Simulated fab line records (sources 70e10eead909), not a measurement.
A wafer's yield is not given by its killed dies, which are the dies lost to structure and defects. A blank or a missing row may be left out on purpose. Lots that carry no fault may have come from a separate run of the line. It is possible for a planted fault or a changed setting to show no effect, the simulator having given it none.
A struck lot beside a sound one | flow nand_harc | 12 steps out of a route of 1159
Sound: the wafers L568.1, L568.2, L568.6. Struck: wafer L554.1. (L554.3, L554.5 of the same lot were not struck and are left out.) The cause comes at the end.
Order at every step that has rows: each side's tool, ch and its chambers, its first start. Under that, the readings that differ: sound wafers | struck wafers | difference of the means | sigmas: that difference in standard deviations of wafers without a fault.
alike: readings whose means differ by less than 2 such deviations, and words and numbers that are the same on both sides. not compared: withheld readings, readings that some wafer has no value for, bounds like >300 that may hide the same value, and numbers for which the record gives no deviation and whose values overlap.
Wherever a step has rows on one side only, a row that says differs or no value, or a row with sigmas, the two part there. Numbers that don't overlap but have no deviation are shown without sigmas and don't part them. Lack of a reading on every wafer of one side parts them only where that side has two or more wafers.

NHARC_A_SLIT_CD_MEAS_21:
  struck on cd_sem-01, day 15 04:46; sound on cd_sem-02, day 18 18:49
  alike: cd_nm
then, 3 steps without rows for these wafers: NHARC_A_SIN_REMOVE_WET_00 (chemistry H3PO4, time 15300 s); NHARC_A_SIN_REMOVE_PRECLEAN_01 (cleans in SC1); NHARC_A_SIN_REMOVE_SRD_02.
NHARC_A_SIN_REMOVE_INSPECT_04:
  struck on defect_inspect-01, day 15 11:19; sound on defect_inspect-02, day 19 02:32
  alike: raw_defect_count
NHARC_A_WL_FILL_ALD_00: deposits Al2O3, target thk 3 nm, pulse time 3 s, ald cycles 30.
  sound on ald_hk-04 ch 0,1,3, day 19 05:35; struck on ald_hk-03 ch 0, day 15 12:17
  alike: heater_power_w, precursor_pulse_height_rel
NHARC_A_WL_FILL_RTA_01: time 5 s.
  sound on rtp_anneal-02 ch 0, day 19 05:50; struck on rtp_anneal-01 ch 0, day 15 12:43
  reading             | sound          | struck | difference | sigmas
  lamp_power_pct (%)  | 30.1 30.1 30.1 | 29.0   | -1.1       | -2
  lamp_zone_2_pct (%) | 30.1 30.1 30.1 | 29.0   | -1.1       | -2
  alike: wafer_temp_C_max
then, 1 step without rows for these wafers: NHARC_A_WL_FILL_ALD_02 (deposits TiN, target thk 2 nm, pulse time 3 s, ald cycles 100).
NHARC_A_WL_FILL_CVD_03: deposits W, target thk 40 nm, time 3302 s.
  sound on cvd_w-02 ch 0, day 19 06:34; struck on cvd_w-01 ch 1, day 15 16:55
  reading            | sound       | struck | difference | sigmas
  heater_power_w (W) | 525 518 517 | 428    | -92        | -2
  alike: throttle_valve_pct
NHARC_A_WL_FILL_ETCHBACK_04: etches the open film in NF3, target depth 60 nm, time 120 s.
  sound on rie_metal-03 ch 0,1, day 19 12:40; struck on rie_metal-02 ch 1, day 15 19:47
  reading                     | sound             | struck | difference | sigmas
  drypump_motor_current_A (A) | 5.8 5.8 5.8       | 6.7    | +0.9       | +3
  run_length_s (s)            | 141.3 141.6 141.8 | 140.8  | -0.8       | -2
  alike: chamber_pressure_mTorr, oes_product_au
  not compared: rf_hours_counter_h
NHARC_A_WL_FILL_ETCHBACK_05: etches the open film in Cl2/BCl3, target depth 22 nm, time 60 s.
  sound on rie_metal-03 ch 0,1, day 19 12:55; struck on rie_metal-02 ch 0, day 15 19:59
  reading          | sound          | struck | difference | sigmas
  run_length_s (s) | 81.5 82.1 81.5 | 55.0   | -26.7      | -72
  alike: chamber_pressure_mTorr, drypump_motor_current_A, oes_product_au
  not compared: rf_hours_counter_h
NHARC_A_WL_FILL_STRIP_27: strips in N2/H2, time 20 s.
  sound on plasma_asher-01 ch 0,1, day 19 13:03; struck on plasma_asher-02 ch 0, day 15 20:09
  reading            | sound       | struck | difference | sigmas
  heater_power_w (W) | 322 306 296 | 408    | +100       | +3
  alike: drypump_motor_current_A
  not compared: rf_hours_counter_h

## WHERE THEY PART
Earliest at NHARC_A_WL_FILL_RTA_01; latest, in this record, at NHARC_A_WL_FILL_STRIP_27.

WHY: what the simulator had put in
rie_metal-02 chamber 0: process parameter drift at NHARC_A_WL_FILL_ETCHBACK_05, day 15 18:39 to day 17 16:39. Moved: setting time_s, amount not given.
